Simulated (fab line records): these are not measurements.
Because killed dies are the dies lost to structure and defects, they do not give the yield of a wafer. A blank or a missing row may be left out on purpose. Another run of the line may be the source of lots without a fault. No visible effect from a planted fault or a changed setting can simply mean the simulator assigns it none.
Which of the tools did it?    flow n5 finfet    36 wafers from 12 lots sampled at 4 of the route's 1938 steps

WHAT THE GAUGES READ, wafer by wafer
N5_BEOL_M7_OVL_MEAS_12.
lot   measured      on          M7_OVL (nm)
L075  day 9 21:03   overlay-02  -1.1 -1.1 -0.5
L077  day 10 07:37  overlay-02  -0.4 -0.2 -0.6
L078  day 10 12:30  overlay-02  -0.1 0.4 0.6
L081  day 11 06:53  overlay-02  -1.1 -0.6 0.3
L082  day 11 09:31  overlay-02  -1.1 -0.8 -0.9
L085  day 11 18:28  overlay-01  -0.3 -0.9 0.1
L087  day 12 15:03  overlay-02  -1.5 -1.8 -2.5
L088  day 13 04:40  overlay-02  -1.1 -0.3 -0.7
L090  day 13 15:07  overlay-02  -0.8 -1.4 -0.2
L092  day 14 03:32  overlay-02  -1.0 -2.1 -1.8
L096  day 15 03:25  overlay-01  0.9 -0.2 -0.6
L097  day 15 09:40  overlay-01  -1.3 -0.9 -0.9

EACH LOT AND THE TOOL THAT RAN IT (in order: tool; ch and the chambers of the sampled wafers; start)
lot   N5_BEOL_M6_STRIP_36                 N5_BEOL_M7_CURE_74             N5_BEOL_M7_PECVD_70
L075  rie diel-03 ch 1,2,3, day 9 13:40   uv cure-03 ch 0, day 9 18:56   pecvd-03 ch 0,1, day 9 19:29
L077  rie diel-01 ch 0,3, day 10 01:20    uv cure-01 ch 0, day 10 05:47  pecvd-04 ch 1,2, day 10 06:21
L078  rie diel-06 ch 0,1, day 10 04:12    uv cure-02 ch 0, day 10 07:55  pecvd-04 ch 1,2, day 10 08:23
L081  rie diel-01 ch 2,3, day 10 21:31    uv cure-01 ch 1, day 11 02:19  pecvd-02 ch 0,2, day 11 02:52
L082  rie diel-03 ch 0,2,3, day 11 05:07  uv cure-03 ch 0, day 11 08:05  pecvd-04 ch 0,1, day 11 08:38
L085  rie diel-06 ch 1,2, day 11 12:23    uv cure-03 ch 0, day 11 16:11  pecvd-04 ch 1,2, day 11 16:35
L087  rie diel-01 ch 0,2,3, day 12 09:56  uv cure-03 ch 1, day 12 13:58  pecvd-02 ch 0,1, day 12 14:26
L088  rie diel-03 ch 0,1,3, day 12 20:31  uv cure-02 ch 2, day 12 23:42  pecvd-04 ch 0,2, day 13 00:15
L090  rie diel-01 ch 0,1, day 13 06:37    uv cure-02 ch 1, day 13 09:53  pecvd-04 ch 1, day 13 10:26
L092  rie diel-01 ch 2,3, day 13 23:03    uv cure-01 ch 2, day 14 01:50  pecvd-02 ch 1,2, day 14 02:14
L096  rie diel-03 ch 0,3, day 14 20:49    uv cure-02 ch 2, day 15 01:40  pecvd-03 ch 1,2, day 15 02:13
L097  rie diel-01 ch 0,2,3, day 15 05:07  uv cure-02 ch 2, day 15 08:24  pecvd-04 ch 1,2, day 15 08:57
- N5_BEOL_M6_STRIP_36: strips in N2/H2.
- N5_BEOL_M7_CURE_74: cures SiCOH lowk, time 240 s.
- N5_BEOL_M7_PECVD_70: deposits SiO2 from TEOS/O2, target thk 20 nm, time 22.7 s.

THE ANSWER, worked out from the rows above alone
Rule: usual is defined by the lots themselves. The widest of any qualifying gaps counts: lots, ordered by their means at a reading, are off when they make up no more than a third of the lots, leave a main group of 4 or more, and stand apart from it by 3 or more times the standard deviation of that group's means. A main group is skipped when, at the precision printed for the reading in the tables above, its means are all equal. Also off: a lot with no number at a reading for which 4 or more lots have one. The other lots that the step has rows for count as sound.
No lot is off at any reading shown: from this, nothing can be told.

WHAT WAS PUT IN BY THE SIMULATOR
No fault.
